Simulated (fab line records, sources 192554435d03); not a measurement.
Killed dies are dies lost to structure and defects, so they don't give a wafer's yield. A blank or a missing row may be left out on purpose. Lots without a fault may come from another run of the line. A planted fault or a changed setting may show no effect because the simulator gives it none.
Which tool did it? | flow n5_finfet | 11 lots, 33 wafers sampled, at 3 steps of a route of 1938

WHAT THE GAUGES READ, wafer by wafer
N5_BEOL_M11_INSPECT_58: inspects for defects (darkfield).
lot  | measured     | on                | raw_defect_count
L168 | day 9 17:29  | defect_inspect-01 | 92 66 112
L169 | day 11 12:38 | defect_inspect-01 | 62 91 65
L170 | day 11 21:18 | defect_inspect-01 | 58 79 40
L173 | day 12 05:03 | defect_inspect-01 | 78 53 50
L179 | day 13 13:03 | defect_inspect-02 | 57 39 81
L182 | day 14 10:24 | defect_inspect-01 | 74 84 64
L183 | day 14 12:08 | defect_inspect-01 | 94 91 100
L186 | day 15 15:19 | defect_inspect-02 | 53 56 57
L187 | day 15 15:30 | defect_inspect-01 | 79 101 48
L188 | day 15 17:30 | defect_inspect-02 | 85 139 90
L189 | day 16 04:37 | defect_inspect-01 | 36 61 44

N5_BEOL_M12_THK_MEAS_01.
lot  | measured     | on            | M12_ILD_THK (nm)
L168 | day 9 17:43  | film_metro-02 | 662 665 668
L169 | day 11 12:49 | film_metro-01 | 650 651 658
L170 | day 11 21:28 | film_metro-01 | 648 662 661
L173 | day 12 05:13 | film_metro-02 | 654 656 676
L179 | day 13 13:13 | film_metro-02 | 653 660 662
L182 | day 14 10:34 | film_metro-01 | 661 675 671
L183 | day 14 12:19 | film_metro-02 | 668 665 674
L186 | day 15 15:29 | film_metro-02 | 655 664 668
L187 | day 15 15:40 | film_metro-01 | 661 665 669
L188 | day 15 17:40 | film_metro-02 | 667 675 678
L189 | day 16 04:47 | film_metro-01 | 660 673 671

WHICH TOOL RAN EACH LOT (tool, then ch and the chambers of the sampled wafers, then the start)
lot  | N5_BEOL_M11_SPUTTER_48
L168 | pvd_sputter-01, day 9 16:22
L169 | pvd_sputter-02, day 11 11:40
L170 | pvd_sputter-03, day 11 20:13
L173 | pvd_sputter-03, day 12 03:59
L179 | pvd_sputter-03, day 13 11:44
L182 | pvd_sputter-03, day 14 09:16
L183 | pvd_sputter-03, day 14 10:34
L186 | pvd_sputter-03, day 15 14:15
L187 | pvd_sputter-03, day 15 14:31
L188 | pvd_sputter-03, day 15 16:32
L189 | pvd_sputter-03, day 16 02:30
- N5_BEOL_M11_SPUTTER_48: material Cu, target thk 12 nm, time 2 s.

WHAT THE TOOLS THEMSELVES READ (means of the sampled wafers that have a number; where no wafer has one, the mark that the record gives instead)
N5_BEOL_M11_SPUTTER_48.
lot  | tool           | chuck_gas_flow_sccm (sccm) | throttle_valve_pct (%)
L168 | pvd_sputter-01 | 1.30                       | 29.8
L169 | pvd_sputter-02 | 1.32                       | 29.5
L170 | pvd_sputter-03 | 1.28                       | 29.6
L173 | pvd_sputter-03 | 1.26                       | 30.6
L179 | pvd_sputter-03 | 1.27                       | 29.7
L182 | pvd_sputter-03 | 1.24                       | 28.4
L183 | pvd_sputter-03 | 1.25                       | 30.5
L186 | pvd_sputter-03 | 1.30                       | 29.9
L187 | pvd_sputter-03 | 1.28                       | 29.6
L188 | pvd_sputter-03 | 1.21                       | 30.2
L189 | pvd_sputter-03 | 1.30                       | 30.7

THE ANSWER, worked out from the rows above alone
Rule: what is usual is taken from the lots themselves. Put in order of their means at a reading, lots are off if they are a third of the lots or fewer, leave a main group of 4 or more, and stand apart from it by a gap of 3 or more times the standard deviation of the main group's means; of several such gaps the widest counts. A main group whose means are all the same, to the digits that the tables above print for the reading, isn't used. A lot without any number at a reading at which 4 lots or more have one is off too. The other lots that the step has rows for count as sound. The gauges are gone through in route order, then the tools' own readings, and for those a lot's mean is taken as printed above. The first step at which some lot is off is used, and at that step the reading that is off furthest; a lot without a number counts as furthest.
No lot is off at any reading shown: from this, nothing can be told.

WHAT THE SIMULATOR HAD PUT IN
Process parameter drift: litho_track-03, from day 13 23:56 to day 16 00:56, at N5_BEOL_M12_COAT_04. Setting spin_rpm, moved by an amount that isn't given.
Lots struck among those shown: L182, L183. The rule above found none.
